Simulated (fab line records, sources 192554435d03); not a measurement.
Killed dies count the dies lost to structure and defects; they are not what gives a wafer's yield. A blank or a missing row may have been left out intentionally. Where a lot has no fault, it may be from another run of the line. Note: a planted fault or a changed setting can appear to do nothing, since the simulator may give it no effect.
Comparing a struck lot with a sound one || flow n5 finfet || 35 out of 1938 route steps
Sound: these wafers, L447.3, L447.5, L447.6. Struck: wafers L440.1, L440.2, L440.3. The cause is given at the end.
Per side, at each step with rows, come the tool, then ch with its chambers, and then its first start. Under that, the readings that differ: sound wafers || struck wafers || difference of the means || sigmas: that difference in standard deviations of wafers without a fault.
alike: readings with means less than 2 such deviations apart, plus words and numbers identical on both sides. not compared: withheld readings, readings lacking a value on some wafer, bounds such as >300 that could conceal the same value, and numbers that have no deviation in the record and whose values overlap.
A row with sigmas, a row that says differs or no value, or rows on one side alone: a step with any of these is where the two part. Numbers that don't overlap but have no deviation are shown without sigmas and don't part them. Lack of a reading on every wafer of one side parts them only where that side has two or more wafers.

first, 9 steps without rows for these wafers: N5_STI_FIN_REVEAL_OXIDATION_33 (chemistry O2 PLASMA REMOTE, time 20 s); N5_STI_FIN_REVEAL_CLEAN_19 (cleans in O3/DIW, time 120 s); N5_STI_FIN_REVEAL_SRD_23 (time 30 s); N5_STI_FIN_REVEAL_PRECLEAN_18 (cleans in SC2, time 45 s); N5_STI_FIN_REVEAL_SRD_28 (time 30 s); N5_DUMMY_GATE_PRECLEAN_00 (cleans in O3/DIW, time 60 s); N5_DUMMY_GATE_SRD_01 (time 30 s); N5_DUMMY_GATE_ALD_02 (deposits SiO2, target thk 2 nm, pulse time 1 s); N5_DUMMY_GATE_CVD_03 (deposits a-Si from SiH4, target thk 150 nm, time 8042 s).
N5_DUMMY_GATE_PRECLEAN_46: cleans in DIW, time 89.5 s.
  sound on wet bench-02 ch 0,5,7, day 8 15:38; struck on wet bench-01 ch 0,3,4, day 6 17:08
then, 24 steps without rows for these wafers: N5_DUMMY_GATE_SRD_47 (dry time 32 s); N5_DUMMY_GATE_CMP_04 (polishes a-Si); N5_DUMMY_GATE_HM_DEP_06 (deposits SiNx from DCS/NH3, target thk 80 nm, time 5141 s); N5_DUMMY_GATE_PECVD_30 (deposits SiO2 from TEOS/O2, target thk 55 nm, time 10.8 s); N5_DUMMY_GATE_COAT_34 (time 60 s, resist thk 60 nm); N5_DUMMY_GATE_COAT_35 (time 60 s, resist thk 10 nm); N5_DUMMY_GATE_COAT_28 (time 60 s, resist thk 10 nm); N5_DUMMY_GATE_COAT_09 (resist thk 30 nm); N5_DUMMY_GATE_EBR_11; N5_DUMMY_GATE_SOFTBAKE_10 (time 60 s); N5_DUMMY_GATE_EXPOSE_12 (exposes mask GATE, target cd 25 nm); N5_DUMMY_GATE_PEB_13 (peb time 60 s); N5_DUMMY_GATE_DEVELOP_14 (develop time 30 s); N5_DUMMY_GATE_DESCUM_20 (chemistry O2, time 6.2 s); N5_DUMMY_GATE_ETCH_29 (etches underlayer in N2/H2, target depth 13 nm); N5_DUMMY_GATE_ETCH_36 (etches SiARC in CF4, target depth 13 nm); N5_DUMMY_GATE_ETCH_37 (etches SOC in N2/H2, target depth 60 nm, overetch 30 nm); N5_DUMMY_GATE_STRIP_38 (strips in N2/H2); N5_DUMMY_GATE_STRIP_39 (strips in N2/H2); N5_DUMMY_GATE_TRIM_49 (chemistry O2, time 29 s, target cd 14 nm); N5_DUMMY_GATE_STRIP_40 (strips in CF4); N5_DUMMY_GATE_ETCH_31 (etches SiO2 in C4F6/O2, target depth 82.5 nm, time 27.5 s); N5_DUMMY_GATE_STRIP_41 (strips in O2); N5_DUMMY_GATE_HM_OPEN_21 (chemistry CH3F/O2, target SiNx, target depth 120 nm, time 171.4 s).
-- the record jumps here: 12 days lie between the struck wafers' starts before and after (it left off in module DUMMY_GATE and takes up again in module PASSIVATION, whose first step shown is number 1936 of the route) --
N5_PASSIVATION_PROBE_49:
  struck on prober-01, day 18 15:17; sound on prober-02, day 20 19:24
{"reading": "defect limited yield (%)", "sound": "89.2 91.8 91.3", "struck": "83.5 83.8 83.3", "difference": -7.2, "sigmas": -5}
{"reading": "killed at front end", "sound": "49 42 49", "struck": "133 112 125", "difference": "+77", "sigmas": "+8"}
{"reading": "killed dies", "sound": "127 97 103", "struck": "195 191 197", "difference": "+85", "sigmas": "+5"}
{"reading": "killed on rim", "sound": "14 17 14", "struck": "25 29 36", "difference": "+15", "sigmas": "+3"}
{"reading": "sort_bin_5_function (%)", "sound": "6.4 4.6 5.0", "struck": "10.8 9.7 10.9", "difference": "+5.1", "sigmas": "+5"}
{"reading": "sort n pass", "sound": "1053 1083 1077", "struck": "985 989 983", "difference": -85, "sigmas": -5}
{"reading": "sort yield pct (%)", "sound": "89.2 91.8 91.3", "struck": "83.5 83.8 83.3", "difference": -7.2, "sigmas": -5}
  alike: killed_at_M0_to_M3, killed_at_M4_up, killed at contacts, killed at other, killed open, killed short, sort_bin_6_memory

## WHERE THEY PART
Only at N5_PASSIVATION_PROBE_49, within this record.

WHY: the cause the simulator had injected
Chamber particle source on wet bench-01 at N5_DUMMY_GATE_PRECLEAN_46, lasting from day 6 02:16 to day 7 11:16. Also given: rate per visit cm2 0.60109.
